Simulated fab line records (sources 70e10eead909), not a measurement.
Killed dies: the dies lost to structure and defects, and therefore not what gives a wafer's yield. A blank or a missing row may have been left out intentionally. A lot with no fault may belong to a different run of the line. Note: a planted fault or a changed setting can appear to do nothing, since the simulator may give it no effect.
A lot that was struck, set against a sound lot | flow nandHarc | 16 out of 1302 route steps
Sound: these wafers, L655.4, L655.5, L655.6. Struck: wafer L662.3 (left out: L662.2, L662.6 of the same lot, which were not struck); the cause appears at the end.
For every step that has rows: the tool of each side, followed by ch and its chambers, followed by its first start. Under that, the readings that differ: sound wafers | struck wafers | difference of the means | sigmas: that difference in standard deviations of wafers without a fault.
alike: same words and numbers on both sides, and readings whose means sit less than 2 such deviations apart. not compared: any withheld reading, any reading some wafer has no value for, any bound like >300 that may hide the same value, and any number with overlapping values for which the record gives no deviation.
A row with sigmas, a row that says differs or no value, or rows on one side alone: a step with any of these is where the two part. Numbers that have no deviation but don't overlap get no sigmas and don't part them. Lack of a reading on every wafer of one side parts them only where that side has two or more wafers.

first, 8 steps without rows for these wafers: NHARC_A_SLIT_DEHYDRATE_01 (time 120 s); NHARC_A_SLIT_HMDS_02 (time 30 s); NHARC_A_SLIT_COAT_03 (resist thk 90 nm); NHARC_A_SLIT_SOFTBAKE_04 (time 55 s); NHARC_A_SLIT_EBR_05; NHARC_A_SLIT_EXPOSE_06 (exposes mask SLIT); NHARC_A_SLIT_PEB_07 (peb time 65 s); NHARC_A_SLIT_DEVELOP_08 (develop time 35 s).
NHARC_A_SLIT_CD_MEAS_09: target cd 300 nm.
  sound on cdSem-01 ch 0, day 21 13:03; struck on cdSem-03 ch 0, day 23 23:29
  alike: cdNm
NHARC_A_SLIT_OVL_MEAS_10:
  sound: overlay-01 at day 21 13:08; struck: overlay-01 at day 23 23:34
reading         | sound       | struck | difference | sigmas
overlayXNm (nm) | 0.3 0.3 0.7 | -1.4   | -1.8       | -2
  alike: overlayYNm
NHARC_A_SLIT_INSPECT_11:
  sound: defectInspect-02 at day 21 13:10; struck: defectInspect-01 at day 23 23:36
  alike: rawDefectCount
NHARC_A_SLIT_DESCUM_14: chemistry O2, time 3 s.
  sound on rieDiel-05 ch 1,2, day 21 13:14; struck on rieDiel-12 ch 2, day 23 23:40
  alike: drypumpMotorCurrentA, oesProductAu, rfVppV, showerheadPlenumPTorr, throttleValvePct
  not compared: rfHoursCounterH
NHARC_A_SLIT_ETCH_24: etches the open film in CF4/CHF3, target depth 121 nm, time 60.5 s.
  sound on rieDiel-05 ch 0,1,3, day 21 13:20; struck on rieDiel-12 ch 1, day 23 23:45
reading                      | sound                   | struck | difference | sigmas
oesProductAu (a.u.)          | 0.953 0.963 0.945       | 0.860  | -0.094     | -6
model.A_SLIT.cdOffsetNm (nm) | 0.02319 -0.1776 -0.6654 | -2.215 | -1.942     | 
  alike: drypumpMotorCurrentA, rfVppV, showerheadPlenumPTorr, throttleValvePct
  not compared: rfHoursCounterH
NHARC_A_SLIT_ETCH_15: etches the open film in O2/COS, target depth 6200 nm, time 1612 s.
  sound: rieDiel-05 ch 0,1,2; struck: rieDiel-12 ch 0
reading                      | sound                    | struck | difference | sigmas
model.A_SLIT.cdOffsetNm (nm) | -0.06011 -0.1038 -0.8136 | -1.104 | -0.778     | 
  alike: drypumpMotorCurrentA, oesProductAu, rfVppV, showerheadPlenumPTorr, throttleValvePct
  not compared: rfHoursCounterH
NHARC_A_SLIT_ETCH_17: etches the open film in C4F8/O2/Ar, time 4254.5 s, target depth 20300 nm.
  sound on harEtch-02 ch 0,1, day 21 15:42; struck on harEtch-02 ch 0, day 24 01:32
  alike: drypumpMotorCurrentA, showerheadPlenumPTorr, throttleValvePct
  not compared: rfHoursCounterH
-- the record jumps here: 5 days lie between the struck wafers' starts before and after (it left off in module A_SLIT and takes up again in module END, whose first step shown is number 1302 of the route) --
NHARC_END_SORT_01:
  sound on prober-01 ch 0, day 25 23:19; struck on prober-01 ch 0, day 28 17:21
  alike: killedAtArray, killedAtOther, killedAtPeriphery, killedDies, killedOpen, killedShort

== WHERE THEY PART ==
Last at NHARC_A_SLIT_ETCH_24 as far as this record goes, first at NHARC_A_SLIT_OVL_MEAS_10. Later steps at which nothing parts them and some readings are alike: NHARC_A_SLIT_ETCH_15, NHARC_A_SLIT_ETCH_17, NHARC_END_SORT_01.

WHY: what the simulator had put in
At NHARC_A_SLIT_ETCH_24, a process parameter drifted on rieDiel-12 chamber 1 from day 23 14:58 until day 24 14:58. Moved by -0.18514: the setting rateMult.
